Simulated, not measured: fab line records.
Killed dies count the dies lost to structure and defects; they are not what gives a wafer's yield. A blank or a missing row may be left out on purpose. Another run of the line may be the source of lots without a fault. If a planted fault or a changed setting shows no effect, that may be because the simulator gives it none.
fab line records | flow n5_finfet
record: lots: 13 wafers: 39 last_day: 16
route steps=1938 shown HKMG_FIN@441 MIM_BOT_LITHO@1863 TV_LITHO@1884 PASSIVATION@1936
lots that met no fault: from a run of the same line without faults
start_h: start of the lot's first displayed wafer, in hours after the record's first day | wait_h: time in hours since the lot's previous step | " same as the row above | L1.1+2: one row covering several wafers at once | - no value present, or no start provided | * or withheld: withheld | < > ~ a bound
route shown NAME@n: a module of which the file shows steps, and the number in the route of the first | usual: the fault-free wafers' mean and standard deviation | same: alike in all rows | chamber/n: place in a boat | sites: readings site by site | _std_site: standard deviation across them | _edge_site: mean of outer sites minus mean of inner sites | radius_mm: for every site, how far away it sits from the centre of the wafer | mask NAME#n: copy n | behind: the most recent tool/chamber to have shaped the wafer | hold: the reason the lot was held/the length of the hold in hours/how it ended | device: the transistor (n, p or np) that didn't switch | end of line: the route-end tests of the same wafers | a step without rows: its recipe alone | killed: dies that structure and defects cost at the first sort, which is not the same as the wafer's yield | map: per-die view of a wafer (x killed, . not killed, _ where there is no die)
set.NAME: the setting as run; set.NAME@STEP: as run at that earlier step | model.NAME: the simulator's own value behind a step, which no gauge read
steps of the route over a sample of lots; a table a step, a row a wafer
services: a tool's chamber out of use, with start hour (start_h, from the record's first day; less than 0 if before it), hours out, and reason
== steps ==
step: N5_HKMG_FIN_STRIP_19
recipe: chemistry: N2/H2 power_w: 2500 temp_c: 300 h2_frac: 0.65 time_s: 360 pressure_mtorr: withheld n2_flow_sccm: 1750 h2_flow_sccm: 3250
usual: drypump_motor_current_A: 6.0/0.37 heater_power_w: 517/25
columns lot.wafer tool chamber start_h wait_h drypump_motor_current_A heater_power_w rf_hours_counter_h
L841.2 plasma_asher-01 1 87.79 0.0 5.9 558 104
L841.3 " 1 " " 5.8 546 -
L841.4 " 0 " " 5.8 495 -
L842.2 plasma_asher-01 1 92.90 0.0 5.9 555 105
L842.3 " 1 " " 5.9 547 -
L842.5 " 0 " " 5.8 501 -
L843.1 plasma_asher-01 0 99.30 0.0 5.8 500 107
L843.2 " 1 " " 5.9 550 107
L843.3 " 1 " " 5.8 562 -
L845.2 plasma_asher-01 0 112.12 0.0 5.8 514 109
L845.3 " 1 " " 5.9 554 -
L845.6 " 0 " " 5.8 500 -
L846.2 plasma_asher-02 1 117.15 0.0 6.7 523 32
L846.3 " 0 " " 5.7 488 -
L846.4 " 1 " " 6.7 514 -
L847.1 plasma_asher-02 0 124.65 0.0 5.7 492 34
L847.4 " 1 " " 6.7 522 -
L847.5 " 1 " " 6.7 525 -
L848.1 plasma_asher-01 0 130.27 0.0 5.8 492 113
L848.5 " 0 " " 5.8 500 -
L848.6 " 1 " " 5.8 539 -
L849.1 plasma_asher-01 1 137.70 0.0 5.8 556 116
L849.2 " 0 " " 5.8 484 116
L849.4 " 0 " " 5.8 492 -
L850.3 plasma_asher-01 0 146.66 0.2 5.8 506 -
L850.4 " 1 " " 5.9 549 -
L850.5 " 1 " " 5.9 569 -
L851.1 plasma_asher-01 1 150.08 0.0 5.8 525 119
L851.2 " 0 " " 5.7 504 119
L851.4 " 0 " " 5.7 508 -
L855.1 plasma_asher-01 0 175.64 0.0 5.8 487 124
L855.4 " 1 " " 5.9 549 -
L855.5 " 1 " " 5.8 554 -
L856.3 plasma_asher-01 0 178.40 0.1 5.8 516 -
L856.4 " 1 " " 5.9 527 -
L856.5 " 1 " " 5.9 547 -
L859.1 plasma_asher-01 0 201.02 0.0 5.8 503 129
L859.4 " 1 " " 5.9 551 -
L859.5 " 1 " " 5.8 534 -
step: N5_MIM_BOT_LITHO_OVL_MEAS_11
recipe: points_per_wafer: 44
usual: MIM_BOT_OVL: -3/6.3
columns lot.wafer tool chamber start_h wait_h MIM_BOT_OVL[nm]
L841.2 overlay-01 0 269.63 0.0 1
L841.3 " 0 " " -3
L841.4 " 0 " " 1
L842.2 overlay-02 0 271.40 0.0 0
L842.3 " 0 " " 0
L842.5 " 0 " " 0
L843.1 overlay-01 0 286.52 0.0 -9
L843.2 " 0 " " -10
L843.3 " 0 " " -5
L846.2 overlay-01 0 288.35 0.0 2
L846.3 " 0 " " 9
L846.4 " 0 " " 0
L845.2 overlay-01 0 292.69 0.0 4
L845.3 " 0 " " -2
L845.6 " 0 " " -7
L848.1 overlay-02 0 295.85 0.0 -8
L848.5 " 0 " " -18
L848.6 " 0 " " -12
L847.1 overlay-02 0 298.86 0.0 -9
L847.4 " 0 " " -13
L847.5 " 0 " " -19
L849.1 overlay-02 0 313.85 0.0 -2
L849.2 " 0 " " -2
L849.4 " 0 " " -3
L851.1 overlay-01 0 328.16 0.0 -6
L851.2 " 0 " " 1
L851.4 " 0 " " -3
L850.3 overlay-01 0 335.12 0.0 -6
L850.4 " 0 " " -7
L850.5 " 0 " " -9
L855.1 overlay-02 0 364.85 0.0 -4
L855.4 " 0 " " -4
L855.5 " 0 " " -2
L856.3 overlay-01 0 367.83 0.0 -1
L856.4 " 0 " " -12
L856.5 " 0 " " -10
L859.1 overlay-01 0 385.46 0.0 6
L859.4 " 0 " " 6
L859.5 " 0 " " 2
step: N5_PASSIVATION_OVL_MEAS_60
recipe: points_per_wafer: 44
usual: TV_OVL: 3/6.3
columns lot.wafer tool chamber start_h wait_h TV_OVL[nm]
L841.2 overlay-02 0 274.61 0.0 -4
L841.3 " 0 " " 1
L841.4 " 0 " " -6
L842.2 overlay-02 0 274.81 0.1 14
L842.3 " 0 " " 4
L842.5 " 0 " " 5
L843.1 overlay-01 0 289.76 0.0 14
L843.2 " 0 " " 8
L843.3 " 0 " " 15
L846.2 overlay-02 0 291.00 0.0 1
L846.3 " 0 " " 1
L846.4 " 0 " " 9
L845.2 overlay-01 0 294.09 0.0 10
L845.3 " 0 " " -6
L845.6 " 0 " " 4
L848.1 overlay-01 0 298.86 0.0 11
L848.5 " 0 " " 14
L848.6 " 0 " " 12
L847.1 overlay-02 0 302.34 0.0 -3
L847.4 " 0 " " -1
L847.5 " 0 " " -2
L849.1 overlay-02 0 315.79 0.0 -4
L849.2 " 0 " " -3
L849.4 " 0 " " -6
L851.1 overlay-02 0 330.25 0.0 5
L851.2 " 0 " " 11
L851.4 " 0 " " 5
L850.3 overlay-02 0 339.01 0.0 7
L850.4 " 0 " " 3
L850.5 " 0 " " 3
L855.1 overlay-01 0 366.85 0.0 -11
L855.4 " 0 " " -6
L855.5 " 0 " " -5
L856.3 overlay-01 0 370.06 0.0 1
L856.4 " 0 " " 4
L856.5 " 0 " " 5
L859.1 overlay-02 0 387.02 0.0 -6
L859.4 " 0 " " 0
L859.5 " 0 " " -7
step: N5_PASSIVATION_PROBE_49
usual: defect_limited_yield: 91.3/1.5 killed_at_M0_to_M3: 35/10 killed_at_M4_up: 12/4.6 killed_at_contacts: 13/6.6 killed_at_front_end: 39/11 killed_at_other: 4/3.4 killed_dies: 103/17 killed_on_rim: 14/4.1 killed_open: 67/13 killed_short: 35/8.2 sort_bin_5_function: 5.1/0.94 sort_bin_6_memory: 3.2/0.7 sort_n_pass: 1077/17 sort_yield_pct: 91.3/1.5
same: gross_dies: 1180 killed_at_back_side: 0 sort_bin_4_leakage[%]: 0 sort_bin_8_speed[%]: 0
columns lot.wafer tool chamber start_h wait_h defect_limited_yield[%] killed_at_M0_to_M3 killed_at_M4_up killed_at_contacts killed_at_front_end killed_at_other killed_dies killed_on_rim killed_open killed_short sort_bin_5_function[%] sort_bin_6_memory[%] sort_n_pass sort_yield_pct[%]
L855.1 prober-01 - 373.68 0.0 85.9 33 12 11 108 2 166 25 60 21 8.6 3.3 1014 85.9
L855.4 prober-01 - 373.83 0.2 92.7 29 11 6 37 3 86 12 56 30 4.6 2.5 1094 92.7
L855.5 prober-01 - 373.88 0.2 92.9 23 14 7 36 4 84 9 59 25 4.5 2.5 1096 92.9
L856.3 prober-01 - 376.95 0.1 85.0 38 7 11 116 5 177 30 46 49 9.4 4.0 1003 85.0
L856.4 prober-01 - 377.00 0.2 90.4 30 7 22 46 8 113 11 69 41 5.8 3.5 1067 90.4
L856.5 prober-01 - 377.05 0.2 91.1 26 10 16 48 5 105 13 61 44 6.1 2.5 1075 91.1
L859.1 prober-02 - 393.75 0.0 84.3 50 16 8 111 0 185 28 71 38 9.0 4.4 995 84.3
L859.4 prober-02 - 393.90 0.2 91.8 44 19 16 18 0 97 12 73 24 4.9 2.6 1083 91.8
L859.5 prober-02 - 393.95 0.2 90.6 56 9 17 27 2 111 12 73 37 5.1 4.2 1069 90.6
killed by level:class
L855.1 HKMG_FIN:unspecified=84 MOL_CONTACT_COAG:geometric_particle:open=10 STI_FIN_REVEAL:geometric_particle:open=8 BEOL_M0_SAQP:geometric_particle:open=8 BEOL_M0_SAQP:geometric_particle:short=7 BEOL_M2:geometric_particle:open=7 BEOL_M1:geometric_particle:open=5 BEOL_M5:geometric_particle:open=5
L855.4 FIN_SAQP:geometric_particle:open=11 STI_FIN_REVEAL:geometric_particle:open=10 BEOL_M0_SAQP:geometric_particle:short=9 BEOL_M2:geometric_particle:open=6 MOL_CONTACT_COAG:geometric_particle:open=5 BEOL_M0_SAQP:geometric_particle:open=5 STI_FIN_REVEAL:geometric_particle:short=4 BEOL_M4:geometric_particle:open=4
L855.5 BEOL_M0_SAQP:geometric_particle:short=8 FIN_SAQP:geometric_particle:open=7 STI_FIN_REVEAL:geometric_particle:open=7 DUMMY_GATE:geometric_particle:open=7 MOL_CONTACT_COAG:geometric_particle:open=6 BEOL_M0_SAQP:geometric_particle:open=5 BEOL_M5:geometric_particle:open=5 STARTING-WAFER:geometric_particle:open=4
L856.3 HKMG_FIN:unspecified=82 BEOL_M3:geometric_particle:short=11 BEOL_M0_SAQP:geometric_particle:short=11 FIN_SAQP:geometric_particle:short=10 MOL_CONTACT_COAG:geometric_particle:open=10 GATE_CUT:geometric_particle:short=7 DUMMY_GATE:geometric_particle:open=6 BEOL_M0_SAQP:geometric_particle:open=5
L856.4 MOL_CONTACT_COAG:geometric_particle:open=19 BEOL_M0_SAQP:geometric_particle:short=9 STI_FIN_REVEAL:geometric_particle:open=8 BEOL_M1:geometric_particle:open=7 FIN_SAQP:geometric_particle:short=6 FIN_SAQP:geometric_particle:open=6 DUMMY_GATE:geometric_particle:open=6 GATE_CUT:geometric_particle:short=6
L856.5 MOL_CONTACT_COAG:geometric_particle:open=14 FIN_SAQP:geometric_particle:short=12 FIN_SAQP:geometric_particle:open=10 GATE_CUT:geometric_particle:open=7 BEOL_M1:geometric_particle:open=6 BEOL_M0_SAQP:geometric_particle:short=6 GATE_CUT:geometric_particle:short=5 BEOL_M0_SAQP:geometric_particle:open=4
L859.1 HKMG_FIN:unspecified=76 BEOL_M0_SAQP:geometric_particle:open=13 BEOL_M0_SAQP:geometric_particle:short=12 FIN_SAQP:geometric_particle:open=8 BEOL_M1:geometric_particle:open=8 BEOL_M3:geometric_particle:open=8 FIN_SAQP:geometric_particle:short=7 BEOL_M4:geometric_particle:open=7
L859.4 BEOL_M0_SAQP:geometric_particle:open=12 BEOL_M3:geometric_particle:open=12 MOL_CONTACT_COAG:geometric_particle:open=11 BEOL_M4:geometric_particle:open=10 BEOL_M1:geometric_particle:open=8 MOL_CONTACT_COAG:geometric_particle:short=5 BEOL_M0_SAQP:geometric_particle:short=5 DUMMY_GATE:geometric_particle:open=4
L859.5 BEOL_M3:geometric_particle:open=19 MOL_CONTACT_COAG:geometric_particle:open=14 BEOL_M0_SAQP:geometric_particle:short=9 BEOL_M1:geometric_particle:open=8 FIN_SAQP:geometric_particle:open=6 BEOL_M2:geometric_particle:open=6 BEOL_M0_SAQP:geometric_particle:open=5 DUMMY_GATE:geometric_particle:open=3
== services ==
columns tool chamber start_h hours kind
plasma_asher-02 - 75.13 2.3 repair
plasma_asher-02 - 127.36 15.6 pm
plasma_asher-02 - 169.49 2.8 pm
== key ==
first_sign: step: N5_PASSIVATION_PROBE_49 reading: killed_at_front_end direction: up sigmas: 6.3 usual: 39 struck: 112
effect: step: N5_PASSIVATION_PROBE_49 reading: defect_limited_yield direction: down sigmas: 4.2 usual: 91.3 struck: 85.1
more_kills_born_at: N5_HKMG_FIN_STRIP_19@plasma_asher-01: 242
met_at N5_HKMG_FIN_STRIP_19
struck_lots L855,L856,L859
struck_wafers L855.1,L856.3,L859.1
not_acting_at N5_MIM_BOT_LITHO_OVL_MEAS_11,N5_PASSIVATION_OVL_MEAS_60
onset_between 150.08 175.64
fault: kind: chamber_particle_source tool: plasma_asher-01 chamber: 0 onset_h: 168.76 steps: N5_HKMG_FIN_STRIP_19 rate_per_visit_cm2: 0.54054 end_h: 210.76
